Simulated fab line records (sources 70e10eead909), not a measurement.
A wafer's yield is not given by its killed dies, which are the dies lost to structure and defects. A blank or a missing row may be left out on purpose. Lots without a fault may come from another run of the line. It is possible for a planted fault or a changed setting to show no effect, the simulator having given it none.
8D (eight disciplines) problem report, filled in by code / flow nand harc / the parts of the form that need people (team, actions taken, sign-off) are left out

## 1. WHAT IS WRONG
Wafers without a fault read 65.4 s with a standard deviation of 0.52, while run length s at NHARC_P_M1_ETCH_35 averages 53.2 s across 2 wafers of 1 lot. Relative to the usual mean, that is a shift of -23 standard deviations.
The step: etches the open film in N2/H2, target depth 40 nm, overetch 12 nm, time 43.94 s.
First observed at day 14 08:47: wafer L411.1, on rie diel-12. Wafers with a number at this step in the record: 15, from 5 lots. Rule for "out", or "out of limits": more than 4 standard deviations from the usual mean. Any other wafer with a number is counted as sound.

## 2. WHAT IT IS, WHAT IT ISN'T
question=which readings at this step; is=run length s; is not=drypump motor current A, oes product au, rf vpp V, showerhead plenum p Torr
question=which lots; is=L411; is not=L393, L401, L402, L404
question=which wafers of those lots; is=L411.1, L411.2; is not=L411.3
question=read on which tools; is=rie diel-12; is not=rie diel-06
question=when; is=from day 14 08:47; is not=up to then (13 sound wafers)

## 3. WHAT RULES OUT EACH SUSPECT
Counting: any tool at a process step up to the reading remains a suspect provided it ran every lot that is out. Sound lots after the first of them don't rule it out here, since some wafers of a struck lot are sound.
- rie diel-12 at NHARC_P_M1_DESCUM_14 (chemistry O2, time 3 s): kept. It ran the lot that is out, L411 (day 14 08:41); its last sound lot up to then is L404 (day 11 09:35).
- rie diel-12 at NHARC_P_M1_ETCH_35 (etches the open film in N2/H2, target depth 40 nm, overetch 12 nm, time 43.94 s): kept. It ran the lot that is out, L411 (day 14 08:47); its last sound lot up to then is L404 (day 11 09:40). Its own run length s readings are out on those wafers.
- Within rie diel-12 at NHARC_P_M1_DESCUM_14: the wafers that are out ran in chambers 2, 3; their sound lot-mates ran in chamber 0.
- Within rie diel-12 at NHARC_P_M1_ETCH_35: the wafers that are out ran in chambers 0, 2; their sound lot-mates ran in chamber 1.
Left after counting: rie diel-12 at NHARC_P_M1_DESCUM_14, rie diel-12 at NHARC_P_M1_ETCH_35.

## 4. THE CAUSE (what the simulator had put in)
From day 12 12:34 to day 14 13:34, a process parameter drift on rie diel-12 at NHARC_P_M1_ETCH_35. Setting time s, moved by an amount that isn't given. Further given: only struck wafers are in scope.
After counting, 2 suspects remain, this tool included.

## 5. THE EFFECT CHAIN, in route order
Each row: a reading where the mean over the struck wafers with a number is more than 3 standard deviations away from the usual. Readings are gone through only where the record gives a usual standard deviation; hours: the median, over the lots, of the time from a lot's start at the first step in this table giving one to that lot's start at this step; sigmas: the change measured in usual standard deviations.
hours=0; step=NHARC_P_M1_ETCH_35; reading=run length s; usual=65.4 s; on struck wafers=53.2; change=-12.2; sigmas=-23
It contains these process steps:
- NHARC_P_M1_ETCH_35: etches the open film in N2/H2, target depth 40 nm, overetch 12 nm, time 43.94 s.
Later measuring or inspecting steps at which every struck wafer that the step has a row for has a number for every such reading, and none has moved that far: NHARC_END_SORT_01.

## 6. HOW IT WOULD HAVE BEEN CAUGHT EARLIER
In this record the first reading out of limits was taken at day 14 08:47, 44 hours after the fault began at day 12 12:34.
